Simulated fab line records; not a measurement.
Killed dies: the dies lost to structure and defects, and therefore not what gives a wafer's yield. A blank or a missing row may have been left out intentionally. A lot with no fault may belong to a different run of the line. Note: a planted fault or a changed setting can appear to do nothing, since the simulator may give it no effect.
The tool behind it: which one? ; flow n5 finfet ; 19 lots, 57 wafers sampled, at 6 steps of a route of 1938

WHAT THE GAUGES SHOWED, per wafer
The record lacks any reading of a measuring or inspecting step that a usual standard deviation could be used to judge.

TOOL THAT RAN EACH LOT (tool first, then ch and the chambers of the sampled wafers, then the start)
lot;N5_BEOL_M3_STRIP_66;N5_BEOL_M3_ETCH_69;N5_BEOL_M3_STRIP_36;N5_BEOL_M3_SPUTTER_88;N5_BEOL_M3_ANNEAL_93;N5_BEOL_M4_ETCH_64
L074;rie diel-03 ch 0,2,3, day 7 12:43;rie diel-03 ch 0,2,3, day 7 13:33;rie diel-05 ch 0,1,2, day 7 16:27;pvd sputter-01, day 7 20:23;pvd sputter-01, day 7 20:55;rie diel-06 ch 1,2, day 8 00:03
L075;rie diel-03 ch 0,2, day 7 16:16;rie diel-03 ch 0,3, day 7 17:19;rie diel-02 ch 0,1,2, day 7 22:55;pvd sputter-03, day 8 01:25;pvd sputter-03, day 8 01:56;rie diel-06 ch 2,3, day 8 04:56
L076;rie diel-02 ch 0,1,2, day 8 03:26;rie diel-05 ch 0,1, day 8 04:09;rie diel-05 ch 1,2, day 8 10:00;pvd sputter-02, day 8 13:59;pvd sputter-02, day 8 14:30;rie diel-01 ch 0,2, day 8 16:53
L077;rie diel-03 ch 0,3, day 8 11:10;rie diel-03 ch 0,2,3, day 8 11:53;rie diel-03 ch 0,2,3, day 8 15:59;pvd sputter-01, day 8 18:02;pvd sputter-01, day 8 18:33;rie diel-04 ch 1,2,3, day 8 23:59
L078;rie diel-03 ch 0,2,3, day 8 16:47;rie diel-05 ch 1,2,3, day 8 17:41;rie diel-03 ch 0,2,3, day 8 19:44;pvd sputter-03, day 8 22:02;pvd sputter-03, day 8 22:34;rie diel-06 ch 0,1, day 9 01:07
L079;rie diel-03 ch 0,2,3, day 8 17:01;rie diel-02 ch 0,2,3, day 8 17:45;rie diel-05 ch 1,2,3, day 8 19:44;pvd sputter-01, day 8 21:55;pvd sputter-01, day 8 22:26;rie diel-06 ch 0,1,2, day 9 00:53
L080;rie diel-03 ch 1,2,3, day 9 00:24;rie diel-03 ch 1,2,3, day 9 01:14;rie diel-03 ch 0,2,3, day 9 23:56;pvd sputter-03, day 10 01:56;pvd sputter-03, day 10 02:28;rie diel-06 ch 1,2,3, day 10 07:12
L081;rie diel-03 ch 0,1,2, day 9 01:37;rie diel-03 ch 1,2,3, day 9 02:35;rie diel-03 ch 0,1,3, day 10 03:21;pvd sputter-03, day 10 05:31;pvd sputter-03, day 10 06:02;rie diel-04 ch 0,1,3, day 10 08:23
L082;rie diel-02 ch 0,2,3, day 9 06:59;rie diel-02 ch 1,2, day 9 07:50;rie diel-05 ch 1,3, day 10 18:08;pvd sputter-01, day 10 21:35;pvd sputter-01, day 10 22:07;rie diel-06 ch 1,2,3, day 11 00:58
L084;rie diel-03 ch 0,3, day 11 00:17;rie diel-02 ch 1,2, day 11 01:20;rie diel-05 ch 0,1, day 12 06:01;pvd sputter-02, day 12 07:50;pvd sputter-02, day 12 08:22;rie diel-06 ch 0,3, day 12 12:54
L085;rie diel-02 ch 2,3, day 11 05:52;rie diel-02 ch 1,2,3, day 11 07:26;rie diel-05 ch 0,2, day 12 08:41;pvd sputter-02, day 12 12:35;pvd sputter-02, day 12 13:06;rie diel-04 ch 0,2,3, day 12 15:55
L086;rie diel-05 ch 1,2, day 11 06:40;rie diel-05 ch 1,3, day 11 07:28;rie diel-02 ch 1,2, day 12 11:49;pvd sputter-03, day 12 14:10;pvd sputter-03, day 12 14:41;rie diel-06 ch 1,2,3, day 12 19:01
L087;rie diel-05 ch 0,2, day 11 10:48;rie diel-02 ch 1,2,3, day 11 11:31;rie diel-05 ch 0,1, day 12 18:25;pvd sputter-01, day 12 21:11;pvd sputter-01, day 12 21:42;rie diel-04 ch 0,2, day 13 01:02
L090;rie diel-03 ch 0,1,3, day 11 18:30;rie diel-05 ch 0,1,3, day 11 19:20;rie diel-05 ch 0,3, day 13 00:06;pvd sputter-03, day 13 02:05;pvd sputter-03, day 13 02:36;rie diel-01 ch 1,2, day 13 06:41
L089;rie diel-02 ch 1,2,3, day 11 18:32;rie diel-05 ch 0,3, day 11 19:31;rie diel-02 ch 2,3, day 12 14:48;pvd sputter-02, day 12 17:07;pvd sputter-02, day 12 17:38;rie diel-04 ch 0,2,3, day 12 20:04
L092;rie diel-05 ch 0,1, day 12 05:44;rie diel-02 ch 0,3, day 12 06:45;rie diel-03 ch 0,1,2, day 13 00:07;pvd sputter-02, day 13 04:11;pvd sputter-02, day 13 04:42;rie diel-04 ch 0,1,3, day 13 07:55
L091;rie diel-02 ch 1,2,3, day 12 13:25;rie diel-03 ch 0,3, day 12 14:08;rie diel-02 ch 2,3, day 13 03:12;pvd sputter-02, day 13 06:06;pvd sputter-02, day 13 06:37;rie diel-01 ch 0,1,3, day 13 11:58
L093;rie diel-05 ch 0,2, day 12 16:05;rie diel-02 ch 1,2, day 12 16:49;rie diel-03 ch 0,2, day 13 05:52;pvd sputter-01, day 13 08:34;pvd sputter-01, day 13 09:05;rie diel-01 ch 0,2,3, day 13 12:44
L095;rie diel-02 ch 1,3, day 12 20:17;rie diel-02 ch 1,3, day 12 21:01;rie diel-02 ch 1,2, day 13 07:10;pvd sputter-02, day 13 11:11;pvd sputter-02, day 13 11:42;rie diel-06 ch 1,2, day 13 16:08
- N5_BEOL_M3_STRIP_66: strips in CF4.
- N5_BEOL_M3_ETCH_69: etches SiARC in CF4, target depth 15.6 nm, time 26 s.
- N5_BEOL_M3_STRIP_36: strips in N2/H2.
- N5_BEOL_M3_SPUTTER_88: material Cu, target thk 4.5 nm, time 8.29 s.
- N5_BEOL_M3_ANNEAL_93: time 240 s.
- N5_BEOL_M4_ETCH_64: etches SOC in N2/H2, target depth 75 nm, overetch 22.5 nm, time 121.9 s.

AS READ BY THE TOOLS THEMSELVES (means over the sampled wafers that have a number; for cases with no such wafer, the mark the record gives instead)
N5_BEOL_M3_STRIP_66.
lot;tool;drypump motor current A (A);oes product au (a.u.);rf vpp V (V);showerhead plenum p Torr (Torr);throttle valve pct (%)
L074;rie diel-03;5.3;0.74;271.8;1.83;13.50
L075;rie diel-03;5.3;0.71;272.2;1.84;13.62
L076;rie diel-02;5.7;0.73;271.0;1.82;13.56
L077;rie diel-03;5.1;0.79;271.9;1.83;13.42
L078;rie diel-03;5.3;0.73;271.9;1.83;13.51
L079;rie diel-03;5.3;0.73;272.2;1.83;13.52
L080;rie diel-03;5.7;0.82;271.6;1.80;13.31
L081;rie diel-03;5.7;0.78;272.2;1.81;13.43
L082;rie diel-02;5.5;0.71;271.8;1.81;13.59
L084;rie diel-03;5.1;0.74;272.6;1.84;13.59
L085;rie diel-02;5.8;0.71;270.7;1.76;13.72
L086;rie diel-05;5.5;0.88;273.3;1.89;13.31
L087;rie diel-05;5.6;0.93;271.5;1.81;13.35
L090;rie diel-03;5.6;0.80;271.3;1.81;13.37
L089;rie diel-02;6.0;0.72;270.3;1.77;13.72
L092;rie diel-05;5.5;0.87;269.9;1.80;13.39
L091;rie diel-02;6.0;0.72;269.1;1.77;13.73
L093;rie diel-05;5.6;0.91;272.4;1.80;13.38
L095;rie diel-02;6.1;0.72;268.9;1.73;13.82

N5_BEOL_M3_ETCH_69.
lot;tool;drypump motor current A (A);etch rf on time s (s);mfc ar sccm (sccm);oes product au (a.u.);rf vpp V (V);showerhead plenum p Torr (Torr);throttle valve pct (%)
L074;rie diel-03;5.3;26.0;100.07;0.64;184.1;2.19;15.50
L075;rie diel-03;5.2;25.8;100.13;0.69;184.7;2.19;15.45
L076;rie diel-05;5.6;25.8;100.07;0.65;183.8;2.16;15.71
L077;rie diel-03;5.3;25.8;100.08;0.64;183.9;2.19;15.53
L078;rie diel-05;5.3;25.9;100.16;0.64;183.9;2.17;15.59
L079;rie diel-02;5.5;26.7;100.20;0.61;184.0;2.15;15.56
L080;rie diel-03;5.7;26.5;99.94;0.70;185.3;2.16;15.35
L081;rie diel-03;5.7;25.9;99.85;0.70;184.3;2.16;15.35
L082;rie diel-02;5.9;26.7;99.62;0.63;184.7;2.16;15.56
L084;rie diel-02;5.9;26.5;100.11;0.62;184.2;2.15;15.58
L085;rie diel-02;6.0;26.8;100.34;0.62;183.6;2.10;15.71
L086;rie diel-05;5.2;25.5;100.26;0.68;185.3;2.24;15.49
L087;rie diel-02;6.0;26.9;100.08;0.61;183.3;2.10;15.70
L090;rie diel-05;5.3;25.6;100.12;0.70;185.0;2.18;15.52
L089;rie diel-05;5.3;26.0;99.84;0.72;183.9;2.12;15.52
L092;rie diel-02;5.7;26.5;100.08;0.68;183.3;2.10;15.54
L091;rie diel-03;5.2;26.0;100.30;0.66;184.8;2.18;15.54
L093;rie diel-02;6.2;27.0;100.33;0.61;182.9;2.11;15.72
L095;rie diel-02;6.3;26.7;99.71;0.62;183.3;2.06;15.83

N5_BEOL_M3_STRIP_36.
lot;tool;drypump motor current A (A);h2 flow sccm (sccm);oes product au (a.u.);rf vpp V (V);showerhead plenum p Torr (Torr);throttle valve pct (%)
L074;rie diel-05;5.6;200.0;0.75;58.3;2.53;23.36
L075;rie diel-02;5.7;200.2;0.74;59.8;2.56;23.49
L076;rie diel-05;5.5;199.5;0.73;58.4;2.48;23.29
L077;rie diel-03;5.3;199.7;0.74;58.4;2.60;23.48
L078;rie diel-03;5.3;199.8;0.74;59.2;2.60;23.49
L079;rie diel-05;5.3;199.9;0.75;58.6;2.55;23.25
L080;rie diel-03;5.3;199.9;0.74;59.2;2.60;23.51
L081;rie diel-03;5.5;200.4;0.82;60.8;2.56;23.36
L082;rie diel-05;5.1;199.9;0.74;60.5;2.61;23.18
L084;rie diel-05;5.5;199.8;0.86;59.1;2.61;23.18
L085;rie diel-05;5.6;200.0;0.96;59.7;2.63;23.35
L086;rie diel-02;5.9;200.6;0.73;58.9;2.55;23.57
L087;rie diel-05;5.5;200.3;0.88;57.9;2.55;23.29
L090;rie diel-05;5.4;200.4;0.96;58.4;2.51;23.27
L089;rie diel-02;5.9;200.2;0.71;57.6;2.46;23.34
L092;rie diel-03;5.7;200.3;0.85;60.0;2.56;23.26
L091;rie diel-02;5.7;200.2;0.70;58.2;2.53;23.46
L093;rie diel-03;5.4;198.8;0.86;58.5;2.60;23.32
L095;rie diel-02;6.1;200.2;0.73;60.0;2.48;23.59

N5_BEOL_M3_SPUTTER_88.
lot;tool;chuck gas flow sccm (sccm);substrate temp c (C);susceptor temp C (C);throttle valve pct (%)
L074;pvd sputter-01;1.28;-19.96;-20.03;28.9
L075;pvd sputter-03;1.26;-20.04;-20.00;29.8
L076;pvd sputter-02;1.24;-19.96;-20.01;29.3
L077;pvd sputter-01;1.31;-19.97;-19.93;30.1
L078;pvd sputter-03;1.17;-20.13;-20.13;29.9
L079;pvd sputter-01;1.25;-19.99;-19.94;29.5
L080;pvd sputter-03;1.24;-20.06;-20.04;29.9
L081;pvd sputter-03;1.23;-19.92;-20.03;29.4
L082;pvd sputter-01;1.26;-19.89;-20.00;29.9
L084;pvd sputter-02;1.25;-19.99;-20.10;30.0
L085;pvd sputter-02;1.21;-19.98;-19.98;29.7
L086;pvd sputter-03;1.27;-20.16;-19.96;29.5
L087;pvd sputter-01;1.25;-19.96;-20.00;29.4
L090;pvd sputter-03;1.26;-19.96;-19.86;29.7
L089;pvd sputter-02;1.28;-20.00;-20.06;29.7
L092;pvd sputter-02;1.25;-19.97;-20.06;29.6
L091;pvd sputter-02;1.27;-20.08;-20.01;29.7
L093;pvd sputter-01;1.30;-20.01;-20.03;29.8
L095;pvd sputter-02;1.27;-20.01;-20.01;29.2

N5_BEOL_M3_ANNEAL_93.
lot;tool;heater power w (W);susceptor temp C (C)
L074;pvd sputter-01;802;400.21
L075;pvd sputter-03;783;400.16
L076;pvd sputter-02;899;399.71
L077;pvd sputter-01;824;400.08
L078;pvd sputter-03;784;400.10
L079;pvd sputter-01;812;399.99
L080;pvd sputter-03;785;399.84
L081;pvd sputter-03;873;399.95
L082;pvd sputter-01;825;400.08
L084;pvd sputter-02;872;399.95
L085;pvd sputter-02;893;399.94
L086;pvd sputter-03;860;399.89
L087;pvd sputter-01;810;399.90
L090;pvd sputter-03;853;400.04
L089;pvd sputter-02;845;400.06
L092;pvd sputter-02;879;400.14
L091;pvd sputter-02;845;399.97
L093;pvd sputter-01;788;400.10
L095;pvd sputter-02;910;400.04

N5_BEOL_M4_ETCH_64.
lot;tool;drypump motor current A (A);h2 flow sccm (sccm);oes product au (a.u.);rf vpp V (V);showerhead plenum p Torr (Torr);throttle valve pct (%)
L074;rie diel-06;5.6;199.9;0.59;525.6;2.58;17.8
L075;rie diel-06;5.4;201.1;0.52;523.2;2.55;17.8
L076;rie diel-01;5.9;199.9;0.66;528.2;2.70;17.4
L077;rie diel-04;5.9;199.9;0.59;525.2;2.57;17.7
L078;rie diel-06;5.4;200.2;0.66;526.0;2.57;17.5
L079;rie diel-06;5.5;200.1;0.61;524.8;2.58;17.5
L080;rie diel-06;5.4;199.8;0.63;523.9;2.52;17.6
L081;rie diel-04;5.9;200.3;0.63;525.9;2.60;17.6
L082;rie diel-06;5.3;200.6;0.62;523.7;2.52;17.6
L084;rie diel-06;5.0;199.6;0.57;522.1;2.45;17.5
L085;rie diel-04;5.9;200.5;0.61;524.4;2.55;17.5
L086;rie diel-06;5.3;199.7;0.60;523.6;2.51;17.7
L087;rie diel-04;6.0;200.8;0.58;523.1;2.52;17.8
L090;rie diel-01;5.5;199.9;0.56;526.5;2.62;17.9
L089;rie diel-04;5.8;199.9;0.61;525.2;2.55;17.5
L092;rie diel-04;6.0;199.5;0.61;525.8;2.59;17.6
L091;rie diel-01;5.5;199.9;0.60;526.6;2.61;17.6
L093;rie diel-01;5.7;199.4;0.62;526.8;2.64;17.5
L095;rie diel-06;5.6;200.0;0.64;525.1;2.58;17.6

THE ANSWER, worked out from the rows above alone
Rule: usual is defined by the lots themselves. Put in order of their means at a reading, lots are off if they are a third of the lots or fewer, leave a main group of 4 or more, and stand apart from it by a gap of 3 or more times the standard deviation of the main group's means; of several such gaps the widest counts. A main group whose means are all the same, to the digits that the tables above print for the reading, isn't used. A lot without any number at a reading at which 4 lots or more have one is off too. All remaining lots with rows at the step are treated as sound. First the gauges in route order, then the tools' own readings, where a lot's mean is used as printed above. At the first step where some lot is off, the reading lying furthest off is the one used; lots without a number count as furthest.
No lot is off on any of the readings shown, so nothing can be concluded from this.

WHAT HAD BEEN PUT IN BY THE SIMULATOR
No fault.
